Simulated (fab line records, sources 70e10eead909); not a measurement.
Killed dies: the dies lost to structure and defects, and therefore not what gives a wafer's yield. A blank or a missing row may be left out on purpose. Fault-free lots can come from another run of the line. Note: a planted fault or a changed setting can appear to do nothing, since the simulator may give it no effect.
Problem report, 8D (eight disciplines) form, completed by code -- flow nand-harc -- the parts of the form that need people (team, actions taken, sign-off) are left out

1. PROBLEM STATEMENT
killed-at-other at NHARC_END_SORT_01 reads a mean of 92.5 on 6 wafers of 2 lots; wafers without a fault read 0.7 with a standard deviation of 1.2. Measured from the usual mean, that is +76 standard deviations.
First seen on wafer L567.2, day 32 23:24, on prober-02. The record holds 6 wafers of 2 lots with a number at this step. Rule for "out" (also "out of limits"): further than 4 standard deviations from the usual mean. All remaining wafers that have a number are taken as sound.

2. WHAT IT IS; WHAT IT IS NOT
question,is,is not
which readings at this step,killed-at-other,"killed-at-periphery, killed-open, killed-short"
which lots,"L567, L572",-
which wafers of those lots,all that have a number,-
read on which gauges,"prober-01, prober-02",-
when,from day 32 23:24,up to then (0 sound wafers)

3. WHAT RULES OUT EACH SUSPECT
Counting: a tool at any process step up to the reading remains a suspect when it ran all the lots that are out and ran no sound lot after the first of those.
- the gauge at NHARC_END_SORT_01: ruled out. The wafers that are out were read on 2 gauges (prober-01, prober-02).
- pecvd-01 at NHARC_THIN_TSV_DEP_43 (deposits SiO2, target thk 1328.5 nm): kept. It ran every lot that is out, first L567 (day 32 06:53), and no sound lot after that.
The count leaves pecvd-01 at NHARC_THIN_TSV_DEP_43.

4. THE CAUSE (what the simulator had put in)
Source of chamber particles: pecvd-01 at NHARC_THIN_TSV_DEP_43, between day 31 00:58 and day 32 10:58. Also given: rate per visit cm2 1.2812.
After counting, this tool was the only one left.

5. SEQUENCE OF EFFECTS, ordered by route
One row per reading whose mean, taken over the struck wafers that have a number, lies over 3 standard deviations from the usual. Readings are gone through only where the record gives a usual standard deviation; hours: the median, over the lots, of the time from a lot's start at the first step in this table giving one to that lot's start at this step; sigmas: the change measured in usual standard deviations.
hours,step,reading,usual,on struck wafers,change,sigmas
0,NHARC_END_SORT_01,defect-limited-yield,91 %,80,-11,-3.2
0,NHARC_END_SORT_01,killed-at-other,0.7,92.5,+91.8,+76
0,NHARC_END_SORT_01,killed-dies,63,137,+74,+3.1

6. HOW IT WOULD HAVE BEEN CAUGHT EARLIER
The first out-of-limits reading at a measuring or inspecting step in this record came at day 32 23:24, 46 hours after the fault's start at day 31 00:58.
An alarm limit of 4 standard deviations would not have fired on the tool readings at NHARC_THIN_TSV_DEP_43 for which the record gives a usual standard deviation, since none of them was out on any struck wafer.
Each of the lots that are out, 2 in all, had begun NHARC_THIN_TSV_DEP_43 on pecvd-01 no later than day 32 23:24. None of them would have been spared by holding the tool at that moment.
